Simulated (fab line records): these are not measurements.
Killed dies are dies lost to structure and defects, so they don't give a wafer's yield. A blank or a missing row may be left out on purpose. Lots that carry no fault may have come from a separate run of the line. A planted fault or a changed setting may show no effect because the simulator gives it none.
One fault through the eyes of 2 desks :: flow nandHarc :: numbers are kept per desk, each desk with only its own; the story behind them comes last

## METROLOGY DESK
What the gauges read, lot by lot, whatever tool the lot ran on: means of the sampled wafers that have a number. The brackets show how far a lot's mean lies from the usual mean; more than 4 standard deviations puts the lot out of limits, marked OUT.
Columns: A = cdNm at NHARC_A_SGD_CUT_CD_MEAS_09, usual 99.9 nm; B = thkNm at NHARC_A_SGD_CUT_THK_MEAS_22, usual 148.0 nm
lot: L172
first seen here: day 14 03:49
A: 99.0
B: 149.5

lot: L173
first seen here: day 14 12:35
A: 100.3
B: 147.7

lot: L174
first seen here: day 14 13:07
A: 99.3
B: 148.4

lot: L175
first seen here: day 15 04:01
A: 99.5
B: 148.8

lot: L178
first seen here: day 15 16:44
A: 99.7
B: 149.3

lot: L176
first seen here: day 15 22:19
A: 100.0
B: 147.2

lot: L184
first seen here: day 16 19:35
A: 100.0
B: 147.5

lot: L182
first seen here: day 17 01:58
A: 99.2
B: 149.0

lot: L181
first seen here: day 17 08:12
A: 100.1
B: 147.5

lot: L189
first seen here: day 18 11:23
A: 100.4
B: 150.0

lot: L192
first seen here: day 18 21:15
A: 99.5
B: 148.9

lot: L191
first seen here: day 18 22:24
A: 99.4
B: 145.8

lot: L193
first seen here: day 19 20:07
A: 99.3
B: 147.1
Result from this desk: across the 13 lots, nothing is out of limits.

## TOOL OWNER'S DESK, lithoTrack-06
Per lot that ran on this tool, the mean of the sampled wafers carrying a number, from the tool's own readings at NHARC_A_SLIT_SOFTBAKE_04 (time 55 s). The brackets show how far a lot's mean lies from the usual mean; more than 4 standard deviations puts the lot out of limits, marked OUT.
Columns: A = heaterPowerTotalW at NHARC_A_SLIT_SOFTBAKE_04, usual 188.44 W
lot: L172
first seen here: day 14 12:00
A: 188.51

lot: L173
first seen here: day 14 22:00
A: 188.38

lot: L175
first seen here: day 15 13:00
A: 188.42

lot: L178
first seen here: day 16 04:00
A: 188.55

lot: L184
first seen here: day 17 06:00
A: 213.99 (+99 or more) OUT

lot: L181
first seen here: day 17 17:00
A: 214.30 (+99 or more) OUT

lot: L193
first seen here: day 20 08:00
A: 188.35
This desk's finding: out of limits on L181, L184; first on L184, day 17 06:00 (heaterPowerTotalW at NHARC_A_SLIT_SOFTBAKE_04). In limits: L172, L173, L175, L178, L193.

## TAKEN TOGETHER
At day 17 06:00, on L181, L184, the tool owner's desk was in a position to raise an alarm.
The metrology desk saw nothing out of limits.
The metrology desk holds a record of L181, L184, inside its limits.
On lithoTrack-06, each named lot ran NHARC_A_SLIT_SOFTBAKE_04.

## WHAT THE SIMULATOR PUT IN
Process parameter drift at NHARC_A_SLIT_SOFTBAKE_04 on lithoTrack-06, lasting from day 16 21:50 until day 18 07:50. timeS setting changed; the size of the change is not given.
Lots struck among those shown: L181, L184.
Delay in hours, fault start to first out-of-limits reading, by desk: the tool owner's desk at 8.
